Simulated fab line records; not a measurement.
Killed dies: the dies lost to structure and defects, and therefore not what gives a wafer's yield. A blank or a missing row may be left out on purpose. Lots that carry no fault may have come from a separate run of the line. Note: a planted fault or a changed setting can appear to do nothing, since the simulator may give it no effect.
Matching of chambers :: flow nand harc :: 4 sister chambers for NHARC_A_STAIRCASE_CMP_450 on cmp-03
The step polishes SiO2, target thk 200 nm. 8 wafers are shown with their chamber, then 8 later ones without.

== WAFERS WITH THEIR CHAMBER ==
wafer: L080.6
chamber: 1
motor current A (A): 13.6
slurry filter dp kPa (kPa): 13.44

wafer: L083.4
chamber: 1
motor current A (A): 12.7
slurry filter dp kPa (kPa): 13.55

wafer: L084.2
chamber: 0
motor current A (A): 11.9
slurry filter dp kPa (kPa): 13.45

wafer: L084.6
chamber: 2
motor current A (A): 12.1
slurry filter dp kPa (kPa): 13.64

wafer: L088.4
chamber: 3
motor current A (A): 11.8
slurry filter dp kPa (kPa): 13.58

wafer: L088.5
chamber: 3
motor current A (A): 11.0
slurry filter dp kPa (kPa): 13.63

wafer: L088.6
chamber: 2
motor current A (A): 12.6
slurry filter dp kPa (kPa): 13.50

wafer: L091.2
chamber: 0
motor current A (A): 12.8
slurry filter dp kPa (kPa): 13.40

== WAFERS MISSING THEIR CHAMBER ==
wafer: L091.3
motor current A (A): 11.3
slurry filter dp kPa (kPa): 13.57

wafer: L091.6
motor current A (A): 12.7
slurry filter dp kPa (kPa): 13.43

wafer: L092.1
motor current A (A): 12.5
slurry filter dp kPa (kPa): 13.31

wafer: L092.3
motor current A (A): 12.1
slurry filter dp kPa (kPa): 13.85

wafer: L092.4
motor current A (A): 10.8
slurry filter dp kPa (kPa): 13.67

wafer: L096.1
motor current A (A): 12.6
slurry filter dp kPa (kPa): 13.48

wafer: L096.2
motor current A (A): 12.8
slurry filter dp kPa (kPa): 13.35

wafer: L096.4
motor current A (A): 11.1
slurry filter dp kPa (kPa): 13.58

== THE CHAMBER EACH PASSED THROUGH ==
wafer: L091.3
from the rows above: can't be placed: 3 or 2
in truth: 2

wafer: L091.6
from the rows above: can't be placed: 0 or 1 or 2
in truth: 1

wafer: L092.1
from the rows above: can't be placed: 0 or 1
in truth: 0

wafer: L092.3
from the rows above: can't be placed: 3 or 2 or 1
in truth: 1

wafer: L092.4
from the rows above: can't be placed: 3 or 2
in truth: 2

wafer: L096.1
from the rows above: can't be placed: 0 or 1 or 2 or 3
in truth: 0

wafer: L096.2
from the rows above: can't be placed: 0 or 1 or 2
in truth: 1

wafer: L096.4
from the rows above: can't be placed: 3 or 2
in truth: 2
Correctly placed: 0 of 8. Cannot be placed on the basis of these rows: 8; the candidates contain the true chamber in 8. 0 placed wrongly.
How it was worked out, from the rows above alone: a wafer's distance from a chamber is the root of the sum, over the readings, of the square of ((its reading less the chamber's mean) divided by the reading's scatter). If the next closest chamber is less than 2 further off than the closest, the wafer can't be placed; otherwise it belongs to the closest. The mean given for a chamber averages the wafers shown for that chamber. How the scatter is found: for the shown wafers, subtract from each reading the mean of its chamber, square and add these, divide the total by (wafers less chambers), then take the root.
